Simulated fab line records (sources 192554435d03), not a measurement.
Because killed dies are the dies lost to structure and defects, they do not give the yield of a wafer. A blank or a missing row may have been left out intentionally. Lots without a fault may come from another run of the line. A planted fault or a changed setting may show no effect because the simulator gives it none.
Which tool did it? | flow n5Finfet | 10 lots with 29 wafers sampled at 4 steps, on a route of 1938 steps

== WHAT THE GAUGES READ, wafer by wafer ==
N5_BEOL_M11_OCD_MEAS_38. Usual: trenchDepthNm at 149.0 nm, with a standard deviation of 2.5.
lot  | measured     | on     | trenchDepthNm (nm) | flag
L160 | day 11 12:45 | ocd-01 | 151.7 150.1 145.6  | 
L161 | day 11 20:28 | ocd-02 | 146.6 146.3 153.5  | 
L163 | day 11 20:56 | ocd-02 | 151.0 145.6 153.4  | 
L162 | day 12 06:58 | ocd-02 | 151.0 149.0 145.2  | 
L164 | day 12 10:07 | ocd-02 | 153.5 152.1        | 
L172 | day 14 16:42 | ocd-02 | 145.8 154.0 149.2  | 
L175 | day 14 23:23 | ocd-02 | 152.5 153.4 149.1  | 
L174 | day 15 03:25 | ocd-01 | 152.3 147.1 147.1  | 
L177 | day 15 14:44 | ocd-02 | 151.3 149.2 150.0  | 
L178 | day 16 09:08 | ocd-02 | 149.4 149.6 147.7  | 

== EACH LOT AND THE TOOL THAT RAN IT (in order: tool; ch and the chambers of the sampled wafers; start) ==
lot  | N5_BEOL_M11_DESCUM_33             | N5_BEOL_M11_VIA_ETCH_34           | N5_BEOL_M11_STRIP_36
L160 | rieDiel-03 ch 0,1,3, day 11 12:16 | rieDiel-03 ch 0,1,3, day 11 12:28 | rieDiel-03 ch 0,1,3, day 11 12:32
L161 | rieDiel-03 ch 1,2,3, day 11 19:59 | rieDiel-03 ch 1,2,3, day 11 20:11 | rieDiel-03 ch 1,2,3, day 11 20:15
L163 | rieDiel-03 ch 1,3, day 11 20:26   | rieDiel-03 ch 1,3, day 11 20:39   | rieDiel-03 ch 1,3, day 11 20:43
L162 | rieDiel-03 ch 0,2,3, day 12 06:28 | rieDiel-03 ch 0,2,3, day 12 06:40 | rieDiel-03 ch 0,2,3, day 12 06:44
L164 | rieDiel-03 ch 0,3, day 12 09:37   | rieDiel-03 ch 0,3, day 12 09:50   | rieDiel-03 ch 0,3, day 12 09:54
L172 | rieDiel-02 ch 0,1,3, day 14 16:13 | rieDiel-02 ch 0,1,3, day 14 16:25 | rieDiel-02 ch 0,1,3, day 14 16:29
L175 | rieDiel-02 ch 0,3, day 14 22:53   | rieDiel-02 ch 0,3, day 14 23:06   | rieDiel-02 ch 0,3, day 14 23:10
L174 | rieDiel-02 ch 0,2,3, day 15 02:55 | rieDiel-02 ch 0,2,3, day 15 03:08 | rieDiel-02 ch 0,2,3, day 15 03:11
L177 | rieDiel-03 ch 0,3, day 15 14:14   | rieDiel-03 ch 0,3, day 15 14:26   | rieDiel-03 ch 0,3, day 15 14:31
L178 | rieDiel-06 ch 0,1,2, day 16 08:39 | rieDiel-06 ch 0,1,2, day 16 08:52 | rieDiel-06 ch 0,1,2, day 16 08:55
- N5_BEOL_M11_DESCUM_33: chemistry O2, time 7.9 s.
- N5_BEOL_M11_VIA_ETCH_34: etches SiCOH lowk in C4F6/O2, target depth 184.5 nm, time 69.2 s.
- N5_BEOL_M11_STRIP_36: strips in N2/H2.

== AS READ BY THE TOOLS THEMSELVES (means over the sampled wafers that have a number; for cases with no such wafer, the mark the record gives instead) ==
N5_BEOL_M11_DESCUM_33. Usual: biasPowerW 20.01 W, standard deviation 0.061; drypumpMotorCurrentA 5.9 A, standard deviation 0.43; o2FlowSccm 225.1 sccm, standard deviation 0.68; oesProductAu 0.81 a.u., standard deviation 0.073; rfVppV 243.4 V, standard deviation 1.6; showerheadPlenumPTorr 2.11 Torr, standard deviation 0.084; throttleValvePct 20.39 %, standard deviation 0.21.
lot  | tool       | biasPowerW (W) | drypumpMotorCurrentA (A) | o2FlowSccm (sccm) | oesProductAu (a.u.) | rfVppV (V) | showerheadPlenumPTorr (Torr) | throttleValvePct (%) | flag
L160 | rieDiel-03 | 19.96          | 6.0                      | 224.3             | 0.83                | 242.0      | 2.09                         | 20.48                | 
L161 | rieDiel-03 | 19.96          | 5.5                      | 225.3             | 0.78                | 243.4      | 2.07                         | 20.55                | 
L163 | rieDiel-03 | 20.05          | 5.6                      | 226.6             | 0.85                | 243.6      | 2.09                         | 20.50                | 
L162 | rieDiel-03 | 20.09          | 5.8                      | 225.1             | 0.83                | 241.7      | 2.03                         | 20.45                | 
L164 | rieDiel-03 | 19.95          | 6.0                      | 224.7             | 0.88                | 242.3      | 2.04                         | 20.38                | 
L172 | rieDiel-02 | 20.04          | 5.9                      | 225.8             | 0.78                | 244.2      | 2.19                         | 20.25                | 
L175 | rieDiel-02 | 19.99          | 5.8                      | 225.6             | 0.83                | 245.5      | 2.21                         | 20.31                | 
L174 | rieDiel-02 | 19.99          | 5.9                      | 224.3             | 0.78                | 243.4      | 2.13                         | 20.45                | 
L177 | rieDiel-03 | 20.00          | 6.3                      | 224.5             | 0.83                | 242.0      | 2.03                         | 20.40                | 
L178 | rieDiel-06 | 20.02          | 5.8                      | 225.0             | 0.85                | 244.6      | 2.10                         | 20.32                | 

N5_BEOL_M11_VIA_ETCH_34. Usual: drypumpMotorCurrentA 5.9 A, standard deviation 0.42; oes_ar_750_au 0.80 a.u., standard deviation 0.068; oesProductAu 0.81 a.u., standard deviation 0.074; rfVppV 669 V, standard deviation 7.4; runLengthS 92.5 s, standard deviation 0.43; showerheadPlenumPTorr 2.88 Torr, standard deviation 0.11; throttleValvePct 20.89 %, standard deviation 0.22.
lot  | tool       | drypumpMotorCurrentA (A) | oes_ar_750_au (a.u.) | oesProductAu (a.u.) | rfVppV (V) | runLengthS (s) | showerheadPlenumPTorr (Torr) | throttleValvePct (%) | flag
L160 | rieDiel-03 | 6.0                      | 0.83                 | 0.83                | 673        | 92.5           | 2.84                         | 21.00                | 
L161 | rieDiel-03 | 5.5                      | 0.79                 | 0.79                | 668        | 92.3           | 2.82                         | 21.05                | 
L163 | rieDiel-03 | 5.6                      | 0.84                 | 0.84                | 673        | 90.4           | 2.85                         | 21.03                | OFF
L162 | rieDiel-03 | 5.7                      | 0.82                 | 0.84                | 673        | 90.9           | 2.77                         | 20.94                | OFF
L164 | rieDiel-03 | 5.9                      | 0.86                 | 0.88                | 678        | 90.0           | 2.79                         | 20.91                | OFF
L172 | rieDiel-02 | 5.9                      | 0.78                 | 0.78                | 672        | 92.8           | 2.98                         | 20.71                | 
L175 | rieDiel-02 | 5.7                      | 0.83                 | 0.83                | 671        | 92.8           | 3.00                         | 20.80                | 
L174 | rieDiel-02 | 5.9                      | 0.78                 | 0.78                | 667        | 92.6           | 2.89                         | 20.96                | 
L177 | rieDiel-03 | 6.3                      | 0.82                 | 0.83                | 676        | 92.5           | 2.78                         | 20.94                | 
L178 | rieDiel-06 | 5.8                      | 0.84                 | 0.84                | 663        | 92.5           | 2.85                         | 20.82                | 

N5_BEOL_M11_STRIP_36. Usual: biasPowerW 6.999 W, standard deviation 0.021; drypumpMotorCurrentA 5.9 A, standard deviation 0.43; n2FlowSccm 200.0 sccm, standard deviation 0.63; oesProductAu 0.81 a.u., standard deviation 0.073; rfVppV 59.0 V, standard deviation 1.7; showerheadPlenumPTorr 2.56 Torr, standard deviation 0.098; throttleValvePct 23.6 %, standard deviation 0.31.
lot  | tool       | biasPowerW (W) | drypumpMotorCurrentA (A) | n2FlowSccm (sccm) | oesProductAu (a.u.) | rfVppV (V) | showerheadPlenumPTorr (Torr) | throttleValvePct (%) | flag
L160 | rieDiel-03 | 7.023          | 6.0                      | 199.6             | 0.83                | 58.8       | 2.54                         | 23.8                 | 
L161 | rieDiel-03 | 6.986          | 5.5                      | 199.5             | 0.79                | 61.4       | 2.52                         | 23.9                 | 
L163 | rieDiel-03 | 6.981          | 5.6                      | 199.9             | 0.84                | 57.9       | 2.54                         | 23.7                 | 
L162 | rieDiel-03 | 7.001          | 5.8                      | 200.5             | 0.83                | 58.3       | 2.47                         | 23.7                 | 
L164 | rieDiel-03 | 7.016          | 6.1                      | 199.7             | 0.88                | 59.2       | 2.49                         | 23.6                 | 
L172 | rieDiel-02 | 7.012          | 6.0                      | 200.0             | 0.78                | 59.9       | 2.66                         | 23.4                 | 
L175 | rieDiel-02 | 6.990          | 5.8                      | 200.3             | 0.83                | 57.9       | 2.68                         | 23.5                 | 
L174 | rieDiel-02 | 7.016          | 5.9                      | 199.4             | 0.78                | 59.1       | 2.58                         | 23.6                 | 
L177 | rieDiel-03 | 7.004          | 6.3                      | 199.8             | 0.83                | 58.7       | 2.47                         | 23.7                 | 
L178 | rieDiel-06 | 7.004          | 5.8                      | 199.6             | 0.85                | 60.3       | 2.53                         | 23.5                 | 

== THE ANSWER, worked out from the rows above alone ==
Rule: take the mean of a lot's wafers that have a number; if it is more than 3 standard deviations from the usual mean, the lot is off. A lot without any number at a reading at which 4 lots or more have one is off too. Any other lot the step has rows for is counted as sound. After the gauges, taken in route order, come the tools' own readings; for these a lot's mean is taken, as printed above. The first step at which some lot is off is used, and at that step the reading that is off furthest; a lot without a number counts as furthest.
Off, at N5_BEOL_M11_VIA_ETCH_34 on runLengthS: L163, L162, L164.
A tool fits if, at that step or a process step before it, it ran every lot that is off, and no sound lot after the first of them. None of those tried fits.

== WHAT THE SIMULATOR HAD INSERTED ==
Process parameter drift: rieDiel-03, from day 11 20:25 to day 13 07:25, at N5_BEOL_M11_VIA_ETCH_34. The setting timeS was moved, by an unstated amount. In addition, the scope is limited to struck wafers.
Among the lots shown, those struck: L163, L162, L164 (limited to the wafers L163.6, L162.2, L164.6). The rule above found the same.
